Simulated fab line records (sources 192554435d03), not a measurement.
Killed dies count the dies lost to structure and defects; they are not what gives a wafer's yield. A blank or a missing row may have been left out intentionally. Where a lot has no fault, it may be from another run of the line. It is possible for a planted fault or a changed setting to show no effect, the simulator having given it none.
One fault through the eyes of 2 desks ; flow n5-finfet ; numbers are kept per desk, each desk with only its own; the story behind them comes last

## TOOL OWNER'S DESK, ald-metal-04
The tool's own readings at N5_HKMG_FIN_ALD_71 (deposits TiN, target thk 1 nm, pulse time 1 s, purge time 3 s): means of the sampled wafers that have a number, for each lot that ran on this tool. Any lot whose mean is over 4 standard deviations away from the usual mean is out of limits and marked OUT; that distance is given in the brackets.
Columns: A = heater-power-w at N5_HKMG_FIN_ALD_71, usual 892 W; B = precursor-pulse-height-rel at N5_HKMG_FIN_ALD_71, usual 1.000; C = susceptor-temp-C at N5_HKMG_FIN_ALD_71, usual 400.02 C
lot;first seen here;A;B;C
L511;day 4 13:37;941;1.004;400.16
L515;day 5 15:41;903;1.004;400.17
L520;day 6 18:05;889;0.999;397.91 (-11) OUT
L532;day 10 02:39;897;0.990;400.04
This desk's finding: out of limits on L520; first on L520, day 6 18:05 (susceptor-temp-C at N5_HKMG_FIN_ALD_71). L511, L515, L532 stayed within limits.

## METROLOGY DESK
What the gauges read, lot by lot, whatever tool the lot ran on: means of the sampled wafers that have a number. Any lot whose mean is over 4 standard deviations away from the usual mean is out of limits and marked OUT; that distance is given in the brackets. 7 of its 11 readings are shown, namely those furthest out on some lot.
Columns: A = IOFF_N at N5_BEOL_M4_RC_MEAS_101, usual 0.15 nA/um; B = IOFF_P at N5_BEOL_M4_RC_MEAS_101, usual 0.19 nA/um; C = ION_N at N5_BEOL_M4_RC_MEAS_101, usual 677 uA/um; D = ION_P at N5_BEOL_M4_RC_MEAS_101, usual 462 uA/um; E = SS_P at N5_BEOL_M4_RC_MEAS_101, usual 72.9 mV/dec; F = VT_N at N5_BEOL_M4_RC_MEAS_101, usual 250 mV; G = VT_P at N5_BEOL_M4_RC_MEAS_101, usual -251 mV
lot;first seen here;A;B;C;D;E;F;G
L511;day 4 10:44;0.13;0.19;678;473;72.6;251;-250
L512;day 4 15:02;0.13;0.16;675;455;72.4;250;-256
L514;day 5 11:21;0.19;0.20;680;461;73.5;248;-249
L515;day 5 12:31;0.12;0.16;664;458;72.7;254;-252
L520;day 6 15:04;0.14;0.20;662;456;72.9;248;-251
L529;day 8 22:34;0.20;0.24;696;472;73.1;246;-248
L531;day 9 08:31;0.23;0.26;706;479;74.0;244;-246
L532;day 9 23:20;0.14;0.22;679;471;72.6;252;-245
L533;day 9 23:39;0.19;0.23;700;473;73.5;245;-249
Finding of this desk: none of the 9 lots has anything out of limits.

## ALL TOGETHER
At day 6 18:05, on L520, the tool owner's desk was in a position to raise an alarm.
At the metrology desk, nothing out of limits was observed.
The metrology desk holds a record of L520, inside its limits.
All the named lots went through N5_HKMG_FIN_ALD_71 on ald-metal-04.

## WHAT HAD BEEN PUT IN BY THE SIMULATOR
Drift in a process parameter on ald-metal-04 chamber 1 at N5_HKMG_FIN_ALD_71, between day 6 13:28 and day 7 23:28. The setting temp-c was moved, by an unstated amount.
Struck lots among those shown: L520.
Each desk's first reading out of limits, in hours after the fault started: the tool owner's desk, 5.
